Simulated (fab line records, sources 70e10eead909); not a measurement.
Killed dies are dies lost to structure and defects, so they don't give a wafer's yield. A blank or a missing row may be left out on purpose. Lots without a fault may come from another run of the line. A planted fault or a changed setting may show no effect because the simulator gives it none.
Chamber matching | flow nand_harc | NHARC_P_CONTACT_DEP_30 on pecvd-03: 3 sister chambers
The step deposits SiNx, target thk 30 nm. 3 wafers are shown with their chamber, then 7 later ones without.

WAFERS WITH THEIR CHAMBER
wafer  | chamber | heater_power_w (W)
L088.4 | 1       | 587
L090.2 | 2       | 788
L090.4 | 0       | 854

WAFERS WITHOUT THEIR CHAMBER
wafer  | heater_power_w (W)
L090.5 | 803
L093.2 | 646
L093.4 | 868
L093.6 | 751
L096.1 | 753
L096.3 | 866
L096.6 | 845

WHICH CHAMBER EACH WENT THROUGH
wafer  | from the rows above     | in truth
L090.5 | can't be placed: 2 or 0 | 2
L093.2 | 1                       | 1
L093.4 | 0                       | 0
L093.6 | 2                       | 2
L096.1 | 2                       | 2
L096.3 | 0                       | 0
L096.6 | can't be placed: 0 or 2 | 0
Placed correctly: 5 of 7. Can't be placed from these rows: 2 (the true chamber is among the candidates in 2). Placed wrongly: 0.
How it was worked out, from the rows above alone: a wafer's distance from a chamber is the root of the sum, over the readings, of the square of ((its reading less the chamber's mean) divided by the reading's scatter). The wafer belongs to the nearest chamber; if the next one is less than 2 further off, it can't be placed. A chamber's mean is the mean of its shown wafers. The scatter: with one shown wafer a chamber, the root of the mean of the squares of how far each hidden wafer lies from its nearest shown one.
